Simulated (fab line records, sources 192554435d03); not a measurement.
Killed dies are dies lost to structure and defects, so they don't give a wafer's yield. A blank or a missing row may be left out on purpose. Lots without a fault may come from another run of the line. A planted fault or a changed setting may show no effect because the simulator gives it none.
Split-lot experiment | flow n5_finfet | 7 lots, 21 wafers read, on a route of 1938 steps

THE SPLIT
At N5_FIN_CUT_EXPOSE_05 (exposes mask FIN CUT), the setting dose_mj was moved away from the recipe's 45.75 on 6 of the 21 wafers read, by -5.2% to +7.4%. The other wafers ran this setting at the recipe's value.

FROM THE SPLIT TO THE READING: what the file shows between them, 2 steps
- N5_FIN_CUT_PEB_06: peb time 60 s
- N5_FIN_CUT_DEVELOP_07: develop time 30 s

THE READING
cd_nm, in nm, at N5_FIN_CUT_CD_MEAS_08 (target cd 29.1 nm). Fault-free wafers of this fab line usually give 29.16 nm, standard deviation 0.23 nm.

wafer  | tool, chamber at the split | dose_mj as run | against the recipe | cd_nm, nm | against lot-mates on the recipe
L076.2 | euv_scanner-01, 0          | 43.39          | -5.2%              | 28.15     | -0.52
L076.4 | euv_scanner-01, 0          | 45.75          | recipe             | 28.67     | -
L076.6 | euv_scanner-01, 0          | 43.39          | -5.2%              | 28.15     | -0.52
L078.1 | euv_scanner-01, 0          | 45.75          | recipe             | 29.17     | -
L078.3 | euv_scanner-01, 0          | 47.61          | +4.1%              | 29.78     | +0.54
L078.6 | euv_scanner-01, 0          | 45.75          | recipe             | 29.31     | -
L079.2 | euv_scanner-02, 0          | 45.75          | recipe             | 29.09     | -
L079.5 | euv_scanner-02, 0          | 45.75          | recipe             | 28.98     | -
L079.6 | euv_scanner-02, 0          | 45.75          | recipe             | 28.96     | -
L083.3 | euv_scanner-02, 0          | 45.75          | recipe             | 29.01     | -
L083.5 | euv_scanner-02, 0          | 45.75          | recipe             | 29.09     | -
L083.6 | euv_scanner-02, 0          | 45.75          | recipe             | 29.45     | -
L086.1 | euv_scanner-02, 0          | 45.75          | recipe             | 29.30     | -
L086.5 | euv_scanner-02, 0          | 45.75          | recipe             | 29.46     | -
L086.6 | euv_scanner-02, 0          | 49.13          | +7.4%              | 30.40     | +1.02
L094.2 | euv_scanner-01, 0          | 45.75          | recipe             | 28.84     | -
L094.3 | euv_scanner-01, 0          | 45.75          | recipe             | 29.62     | -
L094.6 | euv_scanner-01, 0          | 45.75          | recipe             | 29.15     | -
L096.2 | euv_scanner-02, 0          | 48.81          | +6.7%              | 30.18     | +0.79
L096.5 | euv_scanner-02, 0          | 48.81          | +6.7%              | 30.54     | +1.15
L096.6 | euv_scanner-02, 0          | 45.75          | recipe             | 29.39     | -

THE FIT
A straight line over all 21 wafers: cd_nm changes by +0.179 nm for each +1% of dose_mj; r = +0.93; the points scatter about the line by 0.23 nm.
The same after taking each lot's own level away (the mean of its wafers on the recipe; 21 wafers): +0.129 nm for each +1%; r = +0.93; scatter 0.17 nm.
On that fit, the largest move of dose_mj shifts the reading by 0.96 nm.
The lots' own levels span 28.670 to 29.390 nm, that is 3.1 times the standard deviation above.
So the lot-to-lot level changes the slope: the two fits differ.
Check: with one of the wafers moved furthest among these (+7.4%) left out of the fit, the line predicts +0.971 nm for it against its lot-mates. It came out at +1.02 nm against them.

OTHER SPLITS ON THESE WAFERS
These wafers also went through other splits before the reading. Each is held against what the fit with the lots' levels taken away leaves over:
other split on the same wafers | wafers away from the commonest value | r with cd_nm (lot level and that fit taken away)
N5_ZERO_LAYER_ETCH_18 icp_w    | 5                                    | -0.08
N5_FIN_CUT_COAT_19 spin_rpm    | 8                                    | +0.39

THE WHOLE CHAIN: every reading that the file lists as answering this split, in the file's order
step                   | what it does                                                         | reading                                                               | change (the file's fit)               | r (the file's)
N5_FIN_CUT_CD_MEAS_08  | target cd 29.1 nm                                                    | cd_nm                                                                 | +0.133 nm for each +1% of the setting | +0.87
N5_FIN_CUT_ETCH_30     | etches underlayer in N2/H2, target depth 13 nm, time 10.4 s          | FIN_CUT.cd_offset_nm (the simulator's own value, which no gauge read) | +0.17 nm for each +1% of the setting  | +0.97
N5_FIN_CUT_ETCH_20     | etches SiARC in CF4, target depth 26 nm, time 43.3 s                 | FIN_CUT.cd_offset_nm (the simulator's own value, which no gauge read) | +0.163 nm for each +1% of the setting | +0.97
N5_FIN_CUT_CUT_ETCH_27 | etches SiO2 in CHF3/O2, target depth 4 nm, overetch 2 nm, time 4.9 s | FIN_CUT.cd_offset_nm (the simulator's own value, which no gauge read) | +0.176 nm for each +1% of the setting | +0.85

THE FILE'S OWN FIT
cd_nm changes by +0.133 nm for each +1% of dose_mj, r = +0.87.
